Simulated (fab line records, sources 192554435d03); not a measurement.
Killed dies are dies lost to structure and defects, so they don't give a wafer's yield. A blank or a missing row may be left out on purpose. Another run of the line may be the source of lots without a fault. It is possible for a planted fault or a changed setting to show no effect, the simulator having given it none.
Lot-split experiment | flow n5_finfet | route with 1938 steps; 7 lots, 21 wafers read

THE SPLIT ITSELF
At N5_BEOL_M13_COAT_04 (resist thk 400 nm), the setting spin_rpm was moved away from the recipe's 1625 rpm on 8 of the 21 wafers read, by -7.3% to +7.6%. This setting was run at the recipe's value on the other wafers.

FROM THE SPLIT TO THE READING: what the file shows between them, 7 steps
- N5_BEOL_M13_EXPOSE_07: exposes mask V12 (also split here: dose_mj)
- N5_BEOL_M13_PEB_08: peb time 90 s
- N5_BEOL_M13_DEVELOP_09: develop time 45 s
- N5_BEOL_M13_HARDBAKE_14: time 120 s
- N5_BEOL_M13_CD_MEAS_10: target cd 190 nm
- N5_BEOL_M13_DESCUM_15: chemistry O2, time 7.9 s
- N5_BEOL_M13_ETCH_59: etches BARC in N2/H2, target depth 89 nm, overetch 26.7 nm, time 67.9 s

THE READING
coat_of_BEOL_M13_COAT_04.thk_nm (the simulator's own value, which no gauge read), in nm, at N5_BEOL_M13_VIA_ETCH_16 (etches SiOC in C4F8/O2/Ar, target depth 921.7 nm). The file does not state a usual value for it. Across the 13 wafers here that went through the recipe, the average is 70.4 nm and the standard deviation 2.1 nm.

wafer  | tool, chamber at the split | spin_rpm as run, rpm | against the recipe | coat_of_BEOL_M13_COAT_04.thk_nm, nm | against lot-mates on the recipe
L075.3 | litho_track-01, 0          | 1625                 | recipe             | 72.2                                | -
L075.4 | litho_track-01, 0          | 1507                 | -7.3%              | 85.4                                | +13.2
L075.5 | litho_track-01, 0          | 1507                 | -7.3%              | 86.4                                | +14.2
L077.1 | litho_track-03, 0          | 1625                 | recipe             | 71.6                                | -
L077.3 | litho_track-03, 0          | 1701                 | +4.7%              | 62.4                                | -9.2
L077.6 | litho_track-03, 0          | 1701                 | +4.7%              | 57.4                                | -14.2
L086.1 | litho_track-02, 0          | 1625                 | recipe             | 72                                  | -
L086.4 | litho_track-02, 0          | 1522                 | -6.3%              | 83.4                                | +11.9
L086.6 | litho_track-02, 0          | 1625                 | recipe             | 71                                  | -
L084.2 | litho_track-02, 0          | 1625                 | recipe             | 73                                  | -
L084.5 | litho_track-02, 0          | 1625                 | recipe             | 67.6                                | -
L084.6 | litho_track-02, 0          | 1625                 | recipe             | 72                                  | -
L087.3 | litho_track-03, 0          | 1625                 | recipe             | 72.4                                | -
L087.4 | litho_track-03, 0          | 1625                 | recipe             | 66.8                                | -
L087.6 | litho_track-03, 0          | 1625                 | recipe             | 71                                  | -
L091.1 | litho_track-01, 0          | 1625                 | recipe             | 68.6                                | -
L091.3 | litho_track-01, 0          | 1625                 | recipe             | 70.8                                | -
L091.4 | litho_track-01, 0          | 1676                 | +3.1%              | 61.8                                | -7.9
L097.4 | litho_track-01, 0          | 1625                 | recipe             | 66.8                                | -
L097.5 | litho_track-01, 0          | 1748                 | +7.6%              | 53.4                                | -13.4
L097.6 | litho_track-01, 0          | 1748                 | +7.6%              | 55                                  | -11.8

THE FIT
A straight line over all 21 wafers: coat_of_BEOL_M13_COAT_04.thk_nm changes by -2.16 nm for each +1% of spin_rpm; r = -0.97; the points scatter about the line by 2 nm.
The same after taking each lot's own level away (the mean of its wafers on the recipe; 21 wafers): -1.91 nm for each +1%; r = -0.97; scatter 2 nm.
That fit puts the effect of the largest move of spin_rpm on the reading at 14 nm.
Across the lots, their own levels run from 66.80 to 72.20 nm, a range of 2.5 times the standard deviation given above.
In other words, the slope is changed by the lot-to-lot level; the two fits disagree.
Check: for one of the wafers moved furthest among these (+7.6%), held out of the fit, the line's prediction against its lot-mates is -15 nm. It came out at -13.4 nm against them.

OTHER SPLITS ON THESE WAFERS
Before the reading, these wafers also passed through other splits. Each is held against what the fit with the lots' levels taken away leaves over:
other split on the same wafers | wafers away from the commonest value | r with coat_of_BEOL_M13_COAT_04.thk_nm (lot level and that fit taken away)
N5_BEOL_M10_EXPOSE_25 dose_mj  | 8                                    | +0.25
N5_BEOL_M11_COAT_22 spin_rpm   | 6                                    | +0.38
N5_BEOL_M11_EXPOSE_25 dose_mj  | 11                                   | +0.19
N5_BEOL_M13_EXPOSE_07 dose_mj  | 9                                    | +0.05

THE WHOLE CHAIN: every reading that the file lists as answering this split, in the file's order
step                    | what it does                                                            | reading                                                                          | change (the file's fit)              | r (the file's)
N5_BEOL_M13_COAT_04     | resist thk 400 nm                                                       | coat_of_BEOL_M13_COAT_04.thk_nm (the simulator's own value, which no gauge read) | -2.05 nm for each +1% of the setting | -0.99
N5_BEOL_M13_ETCH_59     | etches BARC in N2/H2, target depth 89 nm, overetch 26.7 nm, time 67.9 s | coat_of_BEOL_M13_COAT_04.thk_nm (the simulator's own value, which no gauge read) | -2.08 nm for each +1% of the setting | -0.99
N5_BEOL_M13_VIA_ETCH_16 | etches SiOC in C4F8/O2/Ar, target depth 921.7 nm                        | coat_of_BEOL_M13_COAT_04.thk_nm (the simulator's own value, which no gauge read) | -1.92 nm for each +1% of the setting | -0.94
N5_BEOL_M13_STRIP_63    | strips in N2/H2                                                         | strip_time_to_endpoint_s                                                         | withheld for each +1% of the setting | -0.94

THE FILE'S OWN FIT
coat_of_BEOL_M13_COAT_04.thk_nm changes by -1.92 nm for each +1% of spin_rpm, r = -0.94.
